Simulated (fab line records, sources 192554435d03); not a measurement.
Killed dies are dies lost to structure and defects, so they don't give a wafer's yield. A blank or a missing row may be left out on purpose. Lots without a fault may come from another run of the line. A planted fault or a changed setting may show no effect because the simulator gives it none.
Split-lot experiment | flow n5_finfet | 7 lots, 21 wafers read, on a route of 1938 steps

THE SPLIT
At N5_SDB_COAT_04 (time 60 s, resist thk 18 nm), the setting spin_rpm was moved away from the recipe's 1500 rpm on 8 of the 21 wafers read, by -9.1% to +10.9%. The other wafers ran this setting at the recipe's value.

FROM THE SPLIT TO THE READING: what the file shows between them, 4 steps
- N5_SDB_COAT_05: resist thk 90 nm
- N5_SDB_EBR_07
- N5_SDB_DESCUM_16: chemistry O2, time 7.9 s
- N5_SDB_ETCH_17: etches SiARC in CF4, target depth 23.4 nm, time 39 s

THE READING
SiARC_of_SDB_COAT_04.thk_nm (the simulator's own value, which no gauge read), in nm, at N5_SDB_ETCH_18 (etches SOC in N2/H2, target depth 100 nm, overetch 20 nm, time 150 s). The file gives no usual value for it. The 13 wafers here that ran the recipe average 12.8 nm, standard deviation 0.053 nm.

wafer  | tool, chamber at the split | spin_rpm as run, rpm | against the recipe | SiARC_of_SDB_COAT_04.thk_nm, nm | against lot-mates on the recipe
L076.1 | litho_track-04, 0          | 1636                 | +9.1%              | 11.8                            | -0.8
L076.2 | litho_track-04, 0          | 1636                 | +9.1%              | 12                              | -0.6
L076.6 | litho_track-04, 0          | 1500                 | recipe             | 12.6                            | -
L080.1 | litho_track-01, 0          | 1427                 | -4.9%              | 13.2                            | +0.4
L080.4 | litho_track-01, 0          | 1427                 | -4.9%              | 13.2                            | +0.4
L080.2 | litho_track-01, 0          | 1500                 | recipe             | 12.8                            | -
L082.1 | litho_track-01, 0          | 1500                 | recipe             | 12.8                            | -
L082.2 | litho_track-01, 0          | 1500                 | recipe             | 12.8                            | -
L082.6 | litho_track-01, 0          | 1500                 | recipe             | 12.8                            | -
L084.2 | litho_track-01, 0          | 1500                 | recipe             | 12.8                            | -
L084.3 | litho_track-01, 0          | 1663                 | +10.9%             | 12                              | -0.8
L084.5 | litho_track-01, 0          | 1663                 | +10.9%             | 12                              | -0.8
L089.2 | litho_track-01, 0          | 1363                 | -9.1%              | 13.6                            | +0.8
L089.5 | litho_track-01, 0          | 1363                 | -9.1%              | 13.6                            | +0.8
L089.6 | litho_track-01, 0          | 1500                 | recipe             | 12.8                            | -
L093.2 | litho_track-04, 0          | 1500                 | recipe             | 12.8                            | -
L093.3 | litho_track-04, 0          | 1500                 | recipe             | 12.8                            | -
L093.4 | litho_track-04, 0          | 1500                 | recipe             | 12.8                            | -
L095.4 | litho_track-05, 0          | 1500                 | recipe             | 12.8                            | -
L095.5 | litho_track-05, 0          | 1500                 | recipe             | 12.8                            | -
L095.6 | litho_track-05, 0          | 1500                 | recipe             | 12.8                            | -

THE FIT
A straight line over all 21 wafers: SiARC_of_SDB_COAT_04.thk_nm changes by -0.0848 nm for each +1% of spin_rpm; r = -0.99; the points scatter about the line by 0.081 nm.
The same after taking each lot's own level away (the mean of its wafers on the recipe; 21 wafers): -0.0793 nm for each +1%; r = -1.00; scatter 0.043 nm.
On that fit, the largest move of spin_rpm shifts the reading by 0.86 nm.
The lots' own levels span 12.60 to 12.80 nm, that is 3.8 times the standard deviation above.
So the lot-to-lot level changes the slope little: the two slopes agree.
Check: with one of the wafers moved furthest among these (+10.9%) left out of the fit, the line predicts -0.859 nm for it against its lot-mates. It came out at -0.8 nm against them.

OTHER SPLITS ON THESE WAFERS
These wafers also went through other splits before the reading. Each is held against what the fit with the lots' levels taken away leaves over:
other split on the same wafers     | wafers away from the commonest value | r with SiARC_of_SDB_COAT_04.thk_nm (lot level and that fit taken away)
N5_DUMMY_GATE_PECVD_30 time_s      | 7                                    | +0.56
N5_SD_EPI_N_PEB_07 peb_time_s      | 6                                    | +0.02
N5_SD_EPI_N_ETCH_45 target_depth_a | 7                                    | -0.02
N5_ILD0_CMP_03 down_force_psi      | 6                                    | +0.07

THE WHOLE CHAIN: every reading that the file lists as answering this split, in the file's order
step           | what it does                                                         | reading                                                                        | change (the file's fit)                | r (the file's)
N5_SDB_COAT_04 | time 60 s, resist thk 18 nm                                          | SiARC_of_SDB_COAT_04.thk_nm (the simulator's own value, which no gauge read)   | -0.0822 nm for each +1% of the setting | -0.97
N5_SDB_ETCH_17 | etches SiARC in CF4, target depth 23.4 nm, time 39 s                 | CAR-ArF_of_SDB_COAT_05.thk_nm (the simulator's own value, which no gauge read) | +0.0966 nm for each +1% of the setting | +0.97
N5_SDB_ETCH_17 | etches SiARC in CF4, target depth 23.4 nm, time 39 s                 | etch.depth_nm (the simulator's own value, which no gauge read)                 | -0.0869 nm for each +1% of the setting | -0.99
N5_SDB_ETCH_18 | etches SOC in N2/H2, target depth 100 nm, overetch 20 nm, time 150 s | SiARC_of_SDB_COAT_04.thk_nm (the simulator's own value, which no gauge read)   | -0.079 nm for each +1% of the setting  | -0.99

THE FILE'S OWN FIT
SiARC_of_SDB_COAT_04.thk_nm changes by -0.079 nm for each +1% of spin_rpm, r = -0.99.
